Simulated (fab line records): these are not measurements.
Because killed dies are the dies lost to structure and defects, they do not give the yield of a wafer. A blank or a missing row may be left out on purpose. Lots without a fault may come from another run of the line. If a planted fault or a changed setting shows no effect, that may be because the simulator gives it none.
fab line records	flow nand_harc
[record] lots = 6	wafers = 18	last_day = 24
route steps=1159 shown A_M0@1023 A_M1@1026 END@1159
lots that met no fault: taken from a fault-free run of the same line
start_h: hours from the record's opening day to when the first of the lot's shown wafers began	wait_h: hours elapsed since this lot's preceding step	" repeats the value in the row above	L1.1+2: a row that stands for several wafers	- value missing, or start not given	* or withheld: withheld	< > ~ a bound
route shown NAME@n: names a module that has steps shown in the file, with the first one's number in the route	usual: mean/standard deviation taken from wafers without a fault	same: alike in all rows	chamber/n: place in a boat	sites: each site's reading	_std_site: standard deviation across them	_edge_site: outer sites' mean less inner sites'	radius_mm: for every site, how far away it sits from the centre of the wafer	mask NAME#n: copy n	behind: tool/chamber where the wafer was last shaped	hold: what put the lot on hold/how long, in hours/how the hold closed	device: names the non-switching transistor (n, p or np)	end of line: the same wafers' tests at the end of the route	a step with no rows: only its recipe	killed: count of dies lost to structure and defects at first sort (not the wafer's yield)	map: dies across one wafer; x = killed, . = not, _ = none there
set.NAME: setting as actually run; set.NAME@STEP: the setting as run at that earlier step	model.NAME: the simulator's own value behind a step, which no gauge read
lots at some steps of the route; a table a step, a row a wafer
services: a tool's chamber out of use, with start hour (start_h, from the record's first day; less than 0 if before it), hours out, and reason
[[steps]]
[step NHARC_A_M0_INSPECT_27]
[usual] raw_defect_count = 431/100
lot.wafer	tool	chamber	start_h	wait_h	raw_defect_count
L797.2	defect_inspect-02	-	414.71	0.0	380
L797.3	"	-	"	"	290
L797.4	"	-	"	"	391
L804.2	defect_inspect-01	-	461.77	0.0	462
L804.3	"	-	"	"	451
L804.5	"	-	"	"	466
L808.2	defect_inspect-01	-	466.21	0.0	389
L808.4	"	-	"	"	410
L808.5	"	-	"	"	457
L814.3	defect_inspect-01	-	510.52	0.0	281
L814.5	"	-	"	"	382
L814.6	"	-	"	"	356
L816.2	defect_inspect-01	-	511.68	0.0	352
L816.5	"	-	"	"	456
L816.6	"	-	"	"	348
L819.2	defect_inspect-02	-	545.32	0.0	257
L819.4	"	-	"	"	483
L819.6	"	-	"	"	391
[step NHARC_A_M0_PRE_CLEAN_31]
[recipe] time_s = 12	temp_c = 370	rf_power_w = 300	gas = NH3
[usual] heater_power_w = 628/73
lot.wafer	tool	chamber	start_h	wait_h	heater_power_w
L797.2	pecvd-01	1	414.78	0.1	704
L797.3	"	2	"	"	603
L797.4	"	2	"	"	602
L804.2	pecvd-01	2	461.84	0.1	515
L804.3	"	1	"	"	688
L804.5	"	0	"	"	738
L808.2	pecvd-02	0	466.39	0.2	661
L808.5	"	1	"	"	711
L808.4	"	2	"	"	766
L814.3	pecvd-01	0	510.60	0.1	705
L814.6	"	0	"	"	709
L814.5	"	1	"	"	644
L816.2	pecvd-04	2	511.76	0.1	510
L816.5	"	1	"	"	504
L816.6	"	0	"	"	669
L819.2	pecvd-01	0	545.38	0.1	692
L819.4	"	0	"	"	681
L819.6	"	2	"	"	588
[step NHARC_A_M0_DEP_32]
[recipe] target_thk_a = 300	temp_c = 370	target_thk_nm = 30	pressure_torr = 3	flow_sccm = 200	rf_w = 450	material = SiCN
[usual] heater_power_w = 586/78
lot.wafer	tool	chamber	start_h	wait_h	heater_power_w
L797.2	pecvd-01	1	414.85	0.1	630
L797.3	"	2	"	"	517
L797.4	"	2	"	"	529
L804.2	pecvd-01	2	461.92	0.1	533
L804.3	"	1	"	"	575
L804.5	"	0	"	"	692
L808.2	pecvd-02	0	466.52	0.1	635
L808.5	"	1	"	"	714
L808.4	"	2	"	"	651
L814.3	pecvd-01	0	510.71	0.1	688
L814.6	"	0	"	"	681
L814.5	"	1	"	"	701
L816.2	pecvd-04	2	511.87	0.1	518
L816.5	"	1	"	"	509
L816.6	"	0	"	"	651
L819.2	pecvd-01	0	545.46	0.1	558
L819.4	"	0	"	"	565
L819.6	"	2	"	"	509
[step NHARC_A_M1_DEP_00]
[recipe] target_thk_a = 1825	target_thk_nm = 182.5	temp_c = withheld	pressure_torr = 5	flow_sccm = 200	rf_w = 600	material = SiOC
[step NHARC_A_M1_DEHYDRATE_01]
[recipe] temp_c = 150	time_s = 120
[step NHARC_A_M1_HMDS_02]
[recipe] time_s = 30
[step NHARC_A_M1_COAT_34]
[recipe] temp_c = 200	time_s = 65
[step NHARC_A_M1_COAT_03]
[recipe] spin_rpm = 1500	resist_thk_nm = 90
[step NHARC_A_M1_SOFTBAKE_04]
[recipe] temp_c = 105	time_s = 55
[step NHARC_A_M1_EBR_05]
[step NHARC_A_M1_EXPOSE_06]
[recipe] na = 1.35	target_cd_nm = 120	dose_mj = 75.13	mask_id = A_M1
[step NHARC_A_M1_PEB_07]
[recipe] peb_temp_c = 100	peb_time_s = 65
[usual] heater_power_total_W = 156.6/0.41	plate_temp_C = 100.02/0.13
lot.wafer	tool	chamber	start_h	wait_h	heater_power_total_W	plate_temp_C
L797.2	litho_track-06	0	416.01	0.1	156.8	99.86
L797.3	"	0	"	"	157.2	99.70
L797.4	"	0	"	"	156.5	99.91
L804.2	litho_track-06	0	462.97	0.1	157.0	99.85
L804.3	"	0	"	"	157.1	99.91
L804.5	"	0	"	"	156.7	100.07
L808.2	litho_track-04	0	467.53	0.1	157.2	99.85
L808.4	"	0	"	"	157.2	99.78
L808.5	"	0	"	"	156.1	99.90
L814.3	litho_track-06	0	511.81	0.0	160.9	101.60
L814.5	"	0	"	"	160.4	101.67
L814.6	"	0	"	"	159.9	101.83
L816.2	litho_track-06	0	513.21	0.1	160.9	101.88
L816.5	"	0	"	"	160.3	101.86
L816.6	"	0	"	"	160.8	101.81
L819.2	litho_track-04	0	546.64	0.1	156.6	99.89
L819.4	"	0	"	"	156.5	99.87
L819.6	"	0	"	"	156.9	99.84
[step NHARC_A_M1_DEVELOP_08]
[recipe] develop_time_s = 35	dev_temp_c = 23
[step NHARC_A_M1_CD_MEAS_09]
[recipe] target_cd_nm = 120	landing_energy_ev = 500
[usual] cd_nm = 119.8/0.47
lot.wafer	tool	chamber	start_h	wait_h	cd_nm
L797.2	cd_sem-03	0	416.09	-	119.5
L797.3	"	0	"	"	119.5
L797.4	"	0	"	"	119.2
L804.2	cd_sem-03	0	463.05	-	120.3
L804.3	"	0	"	"	119.6
L804.5	"	0	"	"	119.6
L808.2	cd_sem-02	0	467.61	-	119.6
L808.4	"	0	"	"	119.6
L808.5	"	0	"	"	120.1
L814.3	cd_sem-01	0	511.90	-	125.8
L814.5	"	0	"	"	126.4
L814.6	"	0	"	"	125.8
L816.2	cd_sem-02	0	513.29	-	124.6
L816.5	"	0	"	"	124.8
L816.6	"	0	"	"	125.1
L819.2	cd_sem-02	0	546.72	-	120.6
L819.4	"	0	"	"	119.1
L819.6	"	0	"	"	119.7
[step NHARC_A_M1_OVL_MEAS_10]
[recipe] pitch_nm = 240
[usual] overlay_x_nm = 0.2/0.92	overlay_y_nm = 0.1/0.83
lot.wafer	tool	chamber	start_h	wait_h	overlay_x_nm	overlay_y_nm
L797.2	overlay-02	-	416.17	-	0.1	1.6
L797.3	"	-	"	"	0.4	0.8
L797.4	"	-	"	"	0.2	0.8
L804.2	overlay-02	-	463.13	-	1.3	-0.7
L804.3	"	-	"	"	1.8	-0.7
L804.5	"	-	"	"	1.6	-0.4
L808.2	overlay-02	-	467.71	-	-1.8	-0.5
L808.4	"	-	"	"	-2.6	-0.4
L808.5	"	-	"	"	-1.4	0.0
L814.3	overlay-01	-	511.98	-	0.1	-1.6
L814.5	"	-	"	"	-0.1	-1.4
L814.6	"	-	"	"	-0.2	-1.0
L816.2	overlay-02	-	513.38	-	0.9	0.6
L816.5	"	-	"	"	1.4	0.3
L816.6	"	-	"	"	0.9	0.0
L819.2	overlay-02	-	546.81	-	-1.3	-0.8
L819.4	"	-	"	"	-1.6	-0.4
L819.6	"	-	"	"	-1.7	-0.7
[step NHARC_A_M1_INSPECT_11]
[usual] raw_defect_count = 30/11
lot.wafer	tool	chamber	start_h	wait_h	raw_defect_count
L797.2	defect_inspect-01	-	416.21	0.0	32
L797.3	"	-	"	"	34
L797.4	"	-	"	"	29
L804.2	defect_inspect-01	-	463.17	0.0	36
L804.3	"	-	"	"	27
L804.5	"	-	"	"	38
L808.2	defect_inspect-02	-	467.75	0.0	15
L808.4	"	-	"	"	22
L808.5	"	-	"	"	34
L814.3	defect_inspect-02	-	512.03	0.0	24
L814.5	"	-	"	"	43
L814.6	"	-	"	"	36
L816.2	defect_inspect-01	-	513.41	0.0	18
L816.5	"	-	"	"	18
L816.6	"	-	"	"	25
L819.2	defect_inspect-01	-	546.84	0.0	17
L819.4	"	-	"	"	23
L819.6	"	-	"	"	19
[step NHARC_A_M1_DESCUM_14]
[recipe] time_s = 3	o2_flow_sccm = 200	ar_flow_sccm = 0	bias_power_w = 0	chemistry = O2
[usual] drypump_motor_current_A = 5.8/0.44	oes_product_au = 1.005/0.0092	rf_vpp_V = 57.7/0.94	showerhead_plenum_p_Torr = 1.89/0.069	throttle_valve_pct = 11.312/0.0087
lot.wafer	tool	chamber	start_h	wait_h	drypump_motor_current_A	oes_product_au	rf_hours_counter_h	rf_vpp_V	showerhead_plenum_p_Torr	throttle_valve_pct	model.A_M1.cd_nm
L797.3	rie_diel-01	2	416.27	0.1	5.8	0.988	2	55.3	1.79	11.310	119.4
L797.4	"	3	"	"	6.5	0.999	2	57.3	1.87	11.311	119.5
L797.2	"	1	"	"	5.8	1.017	2	55.7	1.86	11.310	119.8
L804.2	rie_diel-11	2	463.23	0.1	6.3	1.022	5	58.1	1.99	11.315	119.8
L804.3	"	0	"	"	6.3	1.000	5	57.5	1.91	11.326	119.6
L804.5	"	3	"	"	5.7	1.009	-	59.4	1.91	11.328	118.7
L808.4	rie_diel-11	3	467.82	0.1	5.7	1.019	5	59.1	1.91	11.320	119.4
L808.2	"	0	"	"	6.3	1.009	6	57.2	1.91	11.318	119.6
L808.5	"	2	"	"	6.3	1.019	-	58.7	1.99	11.313	119.6
L814.3	rie_diel-06	1	512.08	0.1	5.2	1.014	8	56.7	1.77	11.295	125.3
L814.6	"	1	"	"	5.2	1.012	-	58.2	1.77	11.309	125.7
L814.5	"	2	"	"	5.8	1.002	-	57.1	1.85	11.317	126.3
L816.2	rie_diel-06	3	513.50	0.1	5.9	1.005	7	57.0	1.98	11.289	124
L816.5	"	0	"	"	5.0	0.992	-	58.3	1.85	11.301	124.9
L816.6	"	1	"	"	5.2	1.007	-	56.8	1.77	11.300	124.7
L819.2	rie_diel-01	0	546.90	0.1	5.9	1.016	1	57.0	1.89	11.302	120.3
L819.4	"	1	"	"	5.8	0.999	1	60.1	1.86	11.309	119.2
L819.6	"	0	"	"	5.9	1.013	-	57.6	1.89	11.303	119.8
[step NHARC_A_M1_ETCH_35]
[recipe] target_depth_a = 400	overetch_a = 120	time_s = 43.94	ion_energy_ev = 200	n2_flow_sccm = 150	h2_flow_sccm = 150	ar_flow_sccm = 0	rf_w = 400	bias_w = 150	chemistry = N2/H2
[usual] drypump_motor_current_A = 5.8/0.44	oes_product_au = 1.004/0.0093	rf_vpp_V = 429.7/2.3	showerhead_plenum_p_Torr = 2.01/0.077	throttle_valve_pct = 14.170/0.0088
lot.wafer	tool	chamber	start_h	wait_h	drypump_motor_current_A	oes_product_au	rf_hours_counter_h	rf_vpp_V	showerhead_plenum_p_Torr	throttle_valve_pct
L797.4	rie_diel-01	1	416.36	0.1	5.8	1.008	2	429.4	1.99	14.180
L797.2	"	2	"	"	5.8	0.995	2	426.7	1.90	14.191
L797.3	"	0	"	"	5.9	1.000	2	429.9	2.02	14.170
L804.3	rie_diel-11	3	463.32	0.1	5.7	1.002	5	430.2	2.03	14.167
L804.2	"	1	"	"	6.1	0.999	5	431.6	2.11	14.172
L804.5	"	3	"	"	5.6	1.017	-	428.9	2.03	14.162
L808.2	rie_diel-11	2	467.90	0.1	6.3	1.012	5	434.8	2.12	14.157
L808.4	"	3	"	"	5.6	1.003	5	429.0	2.03	14.188
L808.5	"	1	"	"	6.1	0.996	-	432.0	2.11	14.182
L814.3	rie_diel-06	0	512.19	0.1	5.0	0.993	7	428.1	1.97	14.176
L814.6	"	1	"	"	5.2	1.011	-	425.3	1.89	14.171
L814.5	"	2	"	"	5.8	1.014	-	428.7	1.97	14.175
L816.2	rie_diel-06	0	513.56	0.1	4.9	0.985	7	429.4	1.96	14.174
L816.5	"	3	"	"	6.0	0.998	-	432.1	2.11	14.171
L816.6	"	0	"	"	5.0	0.996	-	429.1	1.96	14.171
L819.2	rie_diel-01	2	546.99	0.1	5.8	1.000	1	426.6	1.90	14.172
L819.4	"	0	"	"	5.9	1.011	1	430.1	2.02	14.176
L819.6	"	3	"	"	6.5	0.997	-	429.3	1.99	14.164
[step NHARC_A_M1_ETCH_15]
[recipe] target_depth_a = 1825	time_s = 91.2	c4f8_flow_sccm = withheld	ar_flow_sccm = 400	rf_w = 600	bias_w = 300	chemistry = C4F8/Ar
[usual] oes_product_au = 0.959/0.021	rf_vpp_V = 440.1/2.2
lot.wafer	tool	chamber	start_h	wait_h	oes_product_au	rf_hours_counter_h	rf_vpp_V
L797.3	rie_diel-01	0	-	-	0.979	2	440.2
L797.2	"	1	"	"	0.983	2	439.5
L797.4	"	2	"	"	0.952	2	437.8
L804.3	rie_diel-11	1	-	-	0.918	6	444.1
L804.2	"	0	"	"	0.929	5	440.9
L804.5	"	2	"	"	0.936	-	442.6
L808.2	rie_diel-11	0	-	-	0.985	6	441.0
L808.4	"	1	"	"	0.974	6	442.3
L808.5	"	2	"	"	0.972	-	443.4
L814.3	rie_diel-06	0	-	-	0.962	7	439.0
L814.5	"	0	"	"	0.962	-	438.8
L814.6	"	1	"	"	0.972	-	436.6
L816.2	rie_diel-06	3	-	-	0.929	7	442.5
L816.5	"	3	"	"	0.931	-	442.9
L816.6	"	0	"	"	0.916	-	438.7
L819.2	rie_diel-01	1	-	-	0.952	1	439.7
L819.4	"	2	"	"	0.971	1	436.5
L819.6	"	1	"	"	0.958	-	439.8
[step NHARC_A_M1_CD_MEAS_16]
[usual] cd_nm = 119.7/0.62
lot.wafer	tool	chamber	start_h	wait_h	cd_nm
L797.2	cd_sem-03	-	416.58	-	120.6
L797.3	"	-	"	"	119.7
L797.4	"	-	"	"	119.8
L804.2	cd_sem-03	-	463.55	-	120.0
L804.3	"	-	"	"	119.6
L804.5	"	-	"	"	118.7
L808.2	cd_sem-02	-	468.12	-	119.2
L808.4	"	-	"	"	119.5
L808.5	"	-	"	"	119.2
L814.3	cd_sem-03	-	512.39	-	125.0
L814.5	"	-	"	"	126.7
L814.6	"	-	"	"	126.1
L816.2	cd_sem-02	-	513.78	-	123.6
L816.5	"	-	"	"	124.8
L816.6	"	-	"	"	124.0
L819.2	cd_sem-03	-	547.21	-	120.6
L819.4	"	-	"	"	119.2
L819.6	"	-	"	"	119.8
[step NHARC_A_M1_STRIP_18]
[recipe] power_w = 1000	n2_flow_sccm = 150	h2_flow_sccm = 150	ar_flow_sccm = 0	bias_w = 0	chemistry = N2/H2
[usual] drypump_motor_current_A = 6.0/0.35	oes_product_au = 1.006/0.0089	rf_vpp_V = 90.6/0.84	showerhead_plenum_p_Torr = 2.02/0.069	throttle_valve_pct = 14.171/0.0094
lot.wafer	tool	chamber	start_h	wait_h	drypump_motor_current_A	oes_product_au	rf_hours_counter_h	rf_vpp_V	showerhead_plenum_p_Torr	throttle_valve_pct
L797.3	rie_diel-11	0	416.68	0.1	6.3	1.006	3	91.0	2.04	14.171
L797.2	"	1	"	"	6.1	0.993	3	90.9	2.11	14.157
L797.4	"	2	"	"	6.3	1.006	3	91.3	2.12	14.177
L804.2	rie_diel-11	3	463.62	0.1	5.7	1.019	5	90.5	2.03	14.182
L804.3	"	1	"	"	6.1	0.999	6	90.3	2.11	14.178
L804.5	"	3	"	"	5.6	1.012	-	90.5	2.03	14.167
L808.4	rie_diel-06	0	468.21	0.1	5.0	0.991	4	90.5	1.97	14.171
L808.2	"	1	"	"	5.2	1.006	4	89.9	1.89	14.182
L808.5	"	0	"	"	4.9	0.992	-	89.4	1.97	14.163
L814.3	rie_diel-01	0	512.47	0.1	5.9	1.015	0	90.7	2.02	14.173
L814.5	"	0	"	"	5.9	1.008	-	90.7	2.02	14.190
L814.6	"	1	"	"	5.8	1.003	-	90.5	1.99	14.177
L816.2	rie_diel-01	0	513.91	0.1	5.9	1.015	0	89.7	2.02	14.175
L816.6	"	2	"	"	5.8	0.999	-	89.8	1.90	14.167
L816.5	"	3	"	"	6.5	1.001	-	90.1	1.99	14.172
L819.2	rie_diel-06	3	547.31	0.1	5.9	1.001	9	90.5	2.11	14.182
L819.4	"	1	"	"	5.2	1.020	10	90.5	1.89	14.166
L819.6	"	2	"	"	5.8	0.995	-	91.4	1.97	14.149
[step NHARC_A_M1_ETCH_28]
[recipe] target_depth_a = 300	over_etch_frac = 0.3	time_s = 72.99	ion_energy_ev = 150	cf4_flow_sccm = 50	n2_flow_sccm = 100	ar_flow_sccm = 150	rf_w = 300	bias_w = 100	chemistry = CF4/N2
[usual] cf4_flow_sccm = 49.98/0.14	drypump_motor_current_A = 6.0/0.35	oes_product_au = 1.004/0.009	rf_vpp_V = 314.0/1.7	showerhead_plenum_p_Torr = 2.61/0.081	throttle_valve_pct = 19.795/0.0094
lot.wafer	tool	chamber	start_h	wait_h	cf4_flow_sccm	drypump_motor_current_A	oes_product_au	rf_hours_counter_h	rf_vpp_V	showerhead_plenum_p_Torr	throttle_valve_pct	model.A_M1.cd_nm
L797.2	rie_diel-11	0	-	-	50.20	6.3	1.010	3	313.1	2.62	19.780	120.1
L797.4	"	2	"	"	49.86	6.3	0.999	3	316.6	2.72	19.800	119.6
L797.3	"	3	"	"	50.27	5.7	1.005	2	314.7	2.62	19.808	119
L804.3	rie_diel-11	0	-	-	50.02	6.3	1.003	5	314.2	2.62	19.789	120.1
L804.2	"	2	"	"	49.98	6.3	1.009	5	317.5	2.72	19.780	120.1
L804.5	"	0	"	"	50.12	6.3	1.003	-	314.0	2.62	19.817	119.1
L808.2	rie_diel-06	2	-	-	49.95	5.8	1.010	4	312.7	2.55	19.799	119.8
L808.4	"	0	"	"	49.97	4.9	0.994	4	313.8	2.54	19.799	119
L808.5	"	3	"	"	50.10	5.9	0.991	-	316.9	2.71	19.797	119.2
L814.3	rie_diel-01	0	-	-	49.81	5.9	1.017	0	315.0	2.60	19.798	124.6
L814.6	"	3	"	"	49.79	6.5	1.008	-	314.4	2.57	19.797	125.6
L814.5	"	0	"	"	50.01	5.9	1.015	-	313.8	2.60	19.806	126.1
L816.2	rie_diel-01	0	-	-	49.93	5.9	1.023	0	312.9	2.60	19.811	123.3
L816.6	"	0	"	"	50.16	5.9	1.018	-	313.3	2.60	19.793	124.4
L816.5	"	1	"	"	50.09	5.8	0.999	-	312.9	2.56	19.801	123.8
L819.2	rie_diel-06	3	-	-	50.00	6.0	0.999	9	315.8	2.71	19.784	120.8
L819.4	"	0	"	"	49.91	4.9	0.998	9	313.6	2.54	19.807	119.7
L819.6	"	2	"	"	50.17	5.8	1.010	-	311.3	2.54	19.789	119.7
[step NHARC_A_M1_STRIP_19]
[recipe] time_s = 600	temp_c = 30	chemistry = post_etch_residue_remover
[step NHARC_END_SORT_01]
[recipe] temp_c = 25
[usual] defect_limited_yield = 95.4/1.3	killed_at_array = 27/8	killed_at_other = 0.8/1.2	killed_at_periphery = 3.3/2.3	killed_dies = 31/8.8	killed_open = 3.2/2.1	killed_short = 2.1/1.4	sort_bin_2_pct = 1.4/0.55	sort_bin_3_pct = 0.25/0.2	sort_bin_4_pct = 2.9/0.92	sort_n_pass = 646/8.8	sort_rim_yield_pct = 95.5/2.7	sort_yield_pct = 95.4/1.3
[same] gross_dies = 677	sort_bin_5_pct[%] = 0	sort_bin_6_pct[%] = 0	sort_bin_7_pct[%] = 0	sort_bin_8_pct[%] = 0	sort_rim_n_gross = 106.00
lot.wafer	tool	chamber	start_h	wait_h	defect_limited_yield[%]	killed_at_array	killed_at_other	killed_at_periphery	killed_dies	killed_open	killed_short	sort_bin_2_pct[%]	sort_bin_3_pct[%]	sort_bin_4_pct[%]	sort_n_pass	sort_rim_yield_pct[%]	sort_yield_pct[%]
L797.2	prober-02	0	462.35	2.8	94.7	34	1	1	36	6	0	1.6	0.30	3.4	641	95.3	94.7
L797.3	prober-02	0	463.15	3.1	95.1	31	0	2	33	3	1	1.6	0.30	3.0	644	96.2	95.1
L797.4	prober-02	0	463.95	3.4	94.8	32	1	2	35	3	0	1.0	0.15	4.0	642	99.1	94.8
L816.2	prober-01	0	550.78	2.8	96.5	20	0	4	24	2	1	1.5	0.15	1.9	653	99.1	96.5
L816.5	prober-01	0	553.19	3.7	96.6	18	0	5	23	6	3	1.2	0.30	1.9	654	98.1	96.6
L816.6	prober-01	0	554.00	4.0	95.7	22	0	7	29	2	2	1.3	0.15	2.8	648	96.2	95.7
L814.5	prober-02	0	553.18	3.7	92.9	44	0	4	48	8	2	1.9	0.30	4.9	629	97.2	92.9
L819.2	prober-02	0	582.31	2.8	97.8	13	0	2	15	3	1	0.4	0	1.8	662	97.2	97.8
L819.4	prober-02	0	583.89	3.4	95.7	24	0	5	29	6	2	1.0	0.15	3.1	648	95.3	95.7
L819.6	prober-02	0	585.48	4.0	97.2	18	0	1	19	3	0	1.2	0	1.6	658	96.2	97.2
// killed by level:class
L797.2 A_STAIRCASE:chamber_film_flake=7 A_SLIT:chamber_film_flake=7 A_CONTACT:chamber_film_flake=7 A_CHANNEL_FILL_D1:chamber_film_flake=5 A_CONTACT:geometric_particle:open=3 A_CHANNEL_HOLE_D1:chamber_film_flake=2 P_CONTACT:geometric_particle:open=1 A_M0:geometric_particle:open=1
L797.3 A_SGD_CUT:chamber_film_flake=7 A_CONTACT:chamber_film_flake=6 A_CHANNEL_HOLE_D1:chamber_film_flake=5 A_STAIRCASE:chamber_film_flake=4 A_SLIT:chamber_film_flake=3 A_M0:geometric_particle:open=2 A_CHANNEL_FILL_D1:chamber_film_flake=2 A_WL_FILL:geometric_particle:short=1
L797.4 A_SLIT:chamber_film_flake=9 A_CONTACT:chamber_film_flake=8 A_STAIRCASE:chamber_film_flake=6 A_CHANNEL_FILL_D1:geometric_particle:open=3 P_ZERO_WELL:chamber_film_flake=2 A_CHANNEL_HOLE_D1:chamber_film_flake=2 A_WL_FILL:chamber_film_flake=2 A_CHANNEL_FILL_D1:chamber_film_flake=1
L816.2 A_CHANNEL_HOLE_D1:chamber_film_flake=5 A_SLIT:chamber_film_flake=4 A_CONTACT:chamber_film_flake=4 P_STI:chamber_film_flake=2 A_CHANNEL_FILL_D1:chamber_film_flake=2 A_STAIRCASE:chamber_film_flake=2 A_CHANNEL_FILL_D1:geometric_particle:open=1 A_CHANNEL_FILL_D1:geometric_particle:short=1
L814.5 A_SLIT:chamber_film_flake=16 A_CHANNEL_HOLE_D1:chamber_film_flake=12 A_CONTACT:geometric_particle:open=3 A_CONTACT:chamber_film_flake=3 P_ZERO_WELL:chamber_film_flake=2 A_STAIRCASE:chamber_film_flake=2 P_GATE:geometric_particle:open=1 A_ONON_D1:geometric_particle:short=1
L816.5 A_CONTACT:chamber_film_flake=5 A_CHANNEL_HOLE_D1:chamber_film_flake=4 A_SLIT:chamber_film_flake=2 P_GATE:geometric_particle:open=1 P_CONTACT:geometric_particle:open=1 P_M0:geometric_particle:open=1 P_M1:geometric_particle:open=1 A_ONON_D1:geometric_particle:short=1
L816.6 A_CONTACT:chamber_film_flake=7 A_CHANNEL_HOLE_D1:chamber_film_flake=4 A_CHANNEL_FILL_D1:chamber_film_flake=4 A_SLIT:chamber_film_flake=3 P_STI:chamber_film_flake=2 A_WL_FILL:chamber_film_flake=2 P_GATE:geometric_particle:open=1 P_GATE:geometric_particle:short=1
L819.2 A_CHANNEL_HOLE_D1:chamber_film_flake=6 A_STAIRCASE:chamber_film_flake=2 A_CONTACT:chamber_film_flake=2 P_GATE:geometric_particle:open=1 P_M0:geometric_particle:open=1 A_ONON_D1:geometric_particle:open=1 A_ONON_D1:geometric_particle:short=1 A_BLC:chamber_film_flake=1
L819.4 A_CHANNEL_HOLE_D1:chamber_film_flake=12 A_CONTACT:chamber_film_flake=4 P_GATE:geometric_particle:open=2 P_M0:geometric_particle:short=1 A_ONON_D1:geometric_particle:open=1 A_CHANNEL_FILL_D1:geometric_particle:short=1 A_WL_FILL:geometric_particle:open=1 A_M0:geometric_particle:open=1
L819.6 A_CHANNEL_HOLE_D1:chamber_film_flake=6 A_STAIRCASE:chamber_film_flake=4 A_CONTACT:chamber_film_flake=2 A_BLC:chamber_film_flake=2 A_STAIRCASE:geometric_particle:open=1 A_CONTACT:geometric_particle:open=1 A_M1:geometric_particle:open=1 P_GATE:chamber_film_flake=1
[[services]]
tool	chamber	start_h	hours	kind
rie_diel-01	0	397.35	-	clean
rie_diel-01	1	397.35	-	clean
rie_diel-01	2	397.35	-	clean
rie_diel-06	1	417.02	8.2	repair
pecvd-01	-	418.10	13.0	pm
rie_diel-06	-	418.65	9.0	pm
pecvd-01	0	431.98	5.9	repair
pecvd-04	-	439.27	1.4	repair
rie_diel-06	3	442.67	11.7	repair
rie_diel-01	1	445.81	4.6	repair
rie_diel-01	1	466.63	18.2	repair
litho_track-06	-	467.00	7.0	pm
rie_diel-11	1	483.04	8.5	repair
rie_diel-01	2	484.28	4.4	repair
rie_diel-01	2	490.46	9.9	repair
litho_track-04	-	491.00	7.0	pm
rie_diel-01	-	491.85	9.0	pm
rie_diel-06	0	493.30	12.6	repair
rie_diel-01	0	503.04	8.4	repair
rie_diel-01	2	505.01	3.8	repair
rie_diel-11	3	510.74	8.1	repair
pecvd-02	-	515.13	13.0	pm
pecvd-04	1	526.64	14.5	repair
rie_diel-11	-	543.50	9.0	pm
[[key]]
[first_sign] step = NHARC_A_M1_PEB_07	reading = plate_temp_C	direction = up	sigmas = 13	usual = *	struck = *
[effect] step = NHARC_A_M1_PEB_07	reading = heater_power_total_W	direction = up	sigmas = 9.5	usual = *	struck = *
[effect] step = NHARC_A_M1_CD_MEAS_09	reading = cd_nm	direction = up	sigmas = 12	usual = 119.8	struck = 125.4	through = control_loop
[effect] step = NHARC_A_M1_CD_MEAS_16	reading = cd_nm	direction = up	sigmas = 8.6	usual = 119.7	struck = 125.1	through = control_loop
[model_effect] step = NHARC_A_M1_DESCUM_14	value = A_M1.cd_nm	without = 119.8	struck = 125.1
[model_effect] step = NHARC_A_M1_ETCH_28	value = A_M1.cd_nm	without = 119.3	struck = 124.6
met_at NHARC_A_M1_PEB_07
struck_wafers L814.3,L814.5,L814.6,L816.2,L816.5,L816.6
[loop_trim] step = NHARC_A_M1_EXPOSE_06	setting = dose	lots = L816
onset_between 462.97 511.81
[fault] kind = process_parameter_drift	tool = litho_track-06	chamber = -	onset_h = 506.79	steps = NHARC_A_M1_PEB_07	channel = peb_temp_c	offset = *	shape = step	end_h = 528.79	acts_in = *	stated = *
// loop_trim: a control loop set the setting to another value than it would have without faults
